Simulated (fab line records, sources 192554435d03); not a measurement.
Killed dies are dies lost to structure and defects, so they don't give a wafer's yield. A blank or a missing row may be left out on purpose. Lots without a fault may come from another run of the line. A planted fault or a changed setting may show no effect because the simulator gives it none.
fab line records | flow n5_finfet | part 2 of 2: steps 17 to 23 of 23
record lots=5 wafers=15 last_day=17
route steps=1938 shown HKMG_FIN@436
lots that met no fault: from a run of the same line without faults
start_h: hours from the record's first day to the start of the lot's first wafer shown | wait_h: hours since the lot's step before | " the same as in the row above | L1.1+2: a row that stands for several wafers | - no value, or no start given | * or withheld: withheld | < > ~ a bound
route shown NAME@n: a module of which the file shows steps, and the number in the route of the first | usual: mean/standard deviation of fault-free wafers | same: alike in all rows | chamber/n: place in a boat | sites: the reading at each site | _std_site: their standard deviation | _edge_site: outer sites' mean less inner sites' | radius_mm: how far each site lies from the wafer's centre | mask NAME#n: copy n | behind: the tool/chamber that last shaped the wafer | hold: why the lot was held/for how many hours/how that ended | device: the transistor (n, p or np) that didn't switch | end of line: the same wafers' tests at the end of the route | a step without rows: its recipe alone | killed: dies lost to structure and defects at the first sort, not the wafer's yield | map: a wafer's dies, x killed, . not, _ none there
set.NAME: the setting as run; set.NAME@STEP: as run at that earlier step | model.NAME: the simulator's own value behind a step, which no gauge read
lots at some steps of the route; a table a step, a row a wafer
services: from which hour (start_h, from the record's first day; less than 0 if before it) a tool's chamber was out of use, for how many hours, and why
## steps
# step N5_HKMG_FIN_STRIP_90
# recipe chemistry=N2/H2 material=SOC time_s=20 power_w=500 temp_c=40 pressure_mtorr=50 rf_frequency_hz=6e+07 bias_power_w=8 h2_frac=0.5 n2_flow_sccm=300 h2_flow_sccm=300
# usual bias_power_w=7.997/0.025 drypump_motor_current_A=5.6/0.44 oes_product_au=0.80/0.084 rf_fwd_power_W=497.5/1.7 rf_vpp_V=54.3/0.93 showerhead_plenum_p_Torr=3.38/0.1 throttle_valve_pct=19.1/0.44
# columns lot.wafer tool chamber start_h wait_h bias_power_w drypump_motor_current_A oes_product_au rf_fwd_power_W rf_hours_counter_h rf_vpp_V showerhead_plenum_p_Torr throttle_valve_pct
L078.1 rie_diel-04 1 101.55 0.0 8.005 5.7 0.68 499.2 233 54.4 3.45 19.1
L078.2 " 2 " " 8.017 5.7 0.92 497.5 19 54.8 3.44 18.5
L078.3 " 0 " " 8.008 5.4 0.88 500.6 34 55.0 3.57 19.3
L081.3 rie_diel-03 3 121.23 0.1 7.984 5.7 0.68 497.6 - 53.7 3.46 19.9
L081.4 " 1 " " 8.005 5.6 0.70 497.1 - 53.0 3.32 19.0
L081.5 " 3 " " 7.983 5.7 0.69 498.8 - 54.8 3.46 19.9
L082.1 rie_diel-04 2 129.51 0.0 7.969 5.7 0.90 496.8 28 54.0 3.43 18.5
L082.3 " 3 " " 7.998 5.5 0.94 498.2 17 54.0 3.43 18.3
L082.6 " 0 " " 8.008 5.4 0.85 500.0 - 54.2 3.57 19.3
L094.2 rie_diel-04 1 197.28 0.0 8.031 5.8 0.95 501.3 9 54.2 3.44 18.8
L094.3 " 3 " " 7.996 5.6 0.89 496.1 41 56.3 3.41 18.4
L094.6 " 1 " " 8.055 5.8 0.95 499.8 - 54.6 3.44 18.8
L096.3 rie_diel-06 2 215.03 0.0 7.988 5.0 0.81 495.2 102 53.4 3.25 19.3
L096.5 " 0 " " 8.007 5.5 0.72 497.6 - 53.9 3.33 18.7
L096.6 " 3 " " 7.986 6.5 0.70 495.4 - 54.2 3.46 19.8
# step N5_HKMG_FIN_WET_ETCH_73
# recipe chemistry=SC1 mix=1:2:40 temp_c=50 time_s=42.3 target_depth_nm=1.3 dry=ipa_marangoni rinse_time_s=30 rinse_temp_c=23
# columns lot.wafer tool chamber start_h wait_h
L078.1+2+3 wet_bench-05 2,7,3 101.65 0.1
L081.3+4+5 wet_bench-04 2,7,0 121.33 0.1
L082.1+3+6 wet_bench-04 1,6,3 129.61 0.1
L094.2+3+6 wet_bench-04 0,6,5 197.38 0.1
L096.3+5+6 wet_bench-05 6,2,3 215.14 0.1
# step N5_HKMG_FIN_ETCHBACK_68
# recipe chemistry=Cl2/Ar stop_on=HfO2 target_depth_a=5 pressure_mtorr=10 icp_w=600 bias_w=60 Cl2_flow_sccm=40 Ar_flow_sccm=60
# usual drypump_motor_current_A=5.8/0.47 oes_product_au=0.67/0.12 rf_fwd_power_W=596.5/2.2 throttle_valve_pct=20.87/0.26
# columns lot.wafer tool chamber start_h wait_h drypump_motor_current_A oes_product_au rf_fwd_power_W rf_hours_counter_h throttle_valve_pct
L078.1 rie_metal-03 0 101.71 0.0 5.5 0.61 597.8 118 20.74
L078.2 " 1 " " 6.2 0.60 592.3 132 21.25
L078.3 " 0 " " 5.5 0.61 600.3 - 20.73
L081.3 rie_metal-01 0 121.43 0.1 6.5 0.65 594.6 - 20.82
L081.4 " 1 " " 5.2 0.81 598.8 - 20.50
L081.5 " 0 " " 6.5 0.65 597.6 - 20.80
L082.1 rie_metal-03 1 129.67 0.0 6.1 0.60 590.8 135 21.25
L082.3 " 1 " " 6.1 0.49 594.7 - 21.42
L082.6 " 1 " " 6.1 0.59 592.7 - 21.26
L094.2 rie_metal-03 0 197.44 0.0 5.5 0.60 600.8 127 20.74
L094.3 " 0 " " 5.5 0.60 598.4 - 20.76
L094.6 " 0 " " 5.5 0.60 599.2 - 20.75
L096.3 rie_metal-03 0 215.24 0.1 5.5 0.60 599.1 - 20.76
L096.5 " 0 " " 5.5 0.60 600.5 - 20.76
L096.6 " 1 " " 6.1 0.95 592.0 - 20.88
# step N5_HKMG_FIN_STRIP_69
# recipe chemistry=N2/H2 power_w=2500 temp_c=300 h2_frac=0.65 time_s=360 pressure_mtorr=withheld n2_flow_sccm=1750 h2_flow_sccm=3250
# usual drypump_motor_current_A=5.8/0.62 heater_power_w=479/38
# columns lot.wafer tool chamber start_h wait_h drypump_motor_current_A heater_power_w rf_hours_counter_h
L078.1 plasma_asher-02 1 101.85 0.1 4.9 548 39
L078.2 " 0 " " 5.8 459 39
L078.3 " 0 " " 5.8 461 -
L081.3 plasma_asher-02 0 121.65 0.2 5.8 450 -
L081.4 " 1 " " 4.9 545 -
L081.5 " 0 " " 5.8 464 -
L082.1 plasma_asher-01 0 129.94 0.2 6.1 455 104
L082.3 " 1 " " 6.7 468 -
L082.6 " 0 " " 6.1 460 -
L094.2 plasma_asher-01 0 197.58 0.1 6.1 455 114
L094.3 " 1 " " 6.6 465 -
L094.6 " 0 " " 6.1 455 -
L096.3 plasma_asher-01 0 215.46 0.2 6.1 457 -
L096.5 " 1 " " 6.7 475 -
L096.6 " 0 " " 6.1 457 -
# step N5_HKMG_FIN_ALD_21
# recipe material=TiN target_thk_a=15 temp_c=400 ald_precursor_family=TiCl4 ald_co_reactant=NH3 pulse_time_s=1 purge_time_s=3 co_reactant_purge_time_s=2 co_reactant_pulse_time_s=2 ald_cycles=68 pressure_torr=3
# usual heater_power_w=837/130 precursor_pulse_height_rel=1.002/0.018
# same co_reactant_pulse_time_s=2
# columns lot.wafer tool chamber start_h wait_h heater_power_w precursor_pulse_height_rel
L078.1 ald_metal-03 1 102.23 0.3 863 1.005
L078.2 " 2 " " 1108 0.978
L078.3 " 0 " " 802 1.015
L081.3 ald_metal-04 2 121.92 0.1 906 0.994
L081.4 " 3 " " 822 1.011
L081.5 " 0 " " 1000 1.019
L082.1 ald_metal-03 0 130.32 0.3 809 0.987
L082.3 " 2 " " 1087 0.994
L082.6 " 0 " " 790 0.991
L094.2 ald_metal-04 0 197.97 0.3 973 1.035
L094.3 " 1 " " 858 0.956
L094.6 " 1 " " 855 0.998
L096.3 ald_metal-01 0 215.72 0.1 635 1.034
L096.5 " 2 " " 818 1.011
L096.6 " 3 " " 973 1.005
# step N5_HKMG_FIN_ALD_72
# recipe material=W target_thk_a=20 temp_c=300 pressure_torr=7.5 ald_precursor_family=WF6 ald_co_reactant=B2H6 pulse_time_s=1 purge_time_s=2 co_reactant_purge_time_s=2 co_reactant_pulse_time_s=3 ald_cycles=7
# usual heater_power_w=492/35 precursor_pulse_height_rel=0.996/0.019
# same co_reactant_pulse_time_s=3
# columns lot.wafer tool chamber start_h wait_h heater_power_w precursor_pulse_height_rel
L078.1 cvd_w-02 0 102.59 0.2 488 0.991
L078.2 " 1 " " 523 0.993
L078.3 " 1 " " 506 1.026
L081.3 cvd_w-02 0 122.30 0.2 478 1.026
L081.4 " 1 " " 508 0.993
L081.5 " 0 " " 489 0.982
L082.1 cvd_w-02 0 130.68 0.2 478 0.951
L082.3 " 0 " " 492 1.003
L082.6 " 0 " " 485 0.997
L094.2 cvd_w-01 1 198.33 0.2 431 0.995
L094.3 " 1 " " 432 0.994
L094.6 " 1 " " 438 1.000
L096.3 cvd_w-02 1 216.10 0.2 520 1.015
L096.5 " 1 " " 515 0.989
L096.6 " 0 " " 481 1.003
# step N5_HKMG_FIN_W_FILL_22
# recipe material=W target_thk_a=600 temp_c=400 pressure_torr=39.4 time_s=18.2
# usual heater_power_w=878/59 throttle_valve_pct=19.6/0.8
# columns lot.wafer tool chamber start_h wait_h heater_power_w throttle_valve_pct
L078.1 cvd_w-02 0 102.65 0.0 873 18.9
L078.2 " 1 " " 905 20.4
L078.3 " 1 " " 916 20.2
L081.3 cvd_w-02 0 122.35 0.0 876 19.0
L081.4 " 1 " " 937 20.3
L081.5 " 0 " " 875 19.2
L082.1 cvd_w-02 0 130.74 0.0 886 19.2
L082.3 " 0 " " 867 19.0
L082.6 " 0 " " 875 19.1
L094.2 cvd_w-01 1 198.39 0.0 784 18.4
L094.3 " 1 " " 779 18.8
L094.6 " 1 " " 783 18.4
L096.3 cvd_w-02 1 216.15 0.0 919 20.5
L096.5 " 1 " " 915 20.6
L096.6 " 0 " " 884 19.3
## services
# columns tool chamber start_h hours kind
cvd_w-01 0 86.35 1.6 repair
ald_metal-04 - 95.82 0.9 repair
rie_metal-01 1 105.88 5.3 repair
plasma_asher-02 - 106.61 13.5 repair
rie_diel-03 0 111.09 14.0 repair
rie_metal-03 0 123.14 25.4 repair
ald_metal-04 - 125.40 1.4 repair
wet_bench-05 - 126.76 1.9 pm
plasma_asher-01 - 135.25 28.1 pm
rie_diel-03 3 148.21 - clean
rie_diel-03 3 148.21 - consumable_replace:focus_ring
rie_diel-03 3 148.21 29.4 scheduled_down
rie_diel-03 3 148.21 29.4 vent_cycle
rie_diel-04 1 149.34 - clean
rie_diel-04 1 149.34 - consumable_replace:focus_ring
rie_diel-04 1 149.34 18.4 scheduled_down
rie_diel-04 1 149.34 18.4 vent_cycle
cvd_w-02 - 155.18 6.9 pm
rie_metal-01 1 162.67 5.4 repair
ald_metal-04 - 164.62 28.1 pm
ald_metal-01 - 181.28 2.8 pm
plasma_asher-02 - 184.37 34.4 repair
rie_diel-03 1 211.40 - clean
rie_diel-03 1 211.40 - consumable_replace:focus_ring
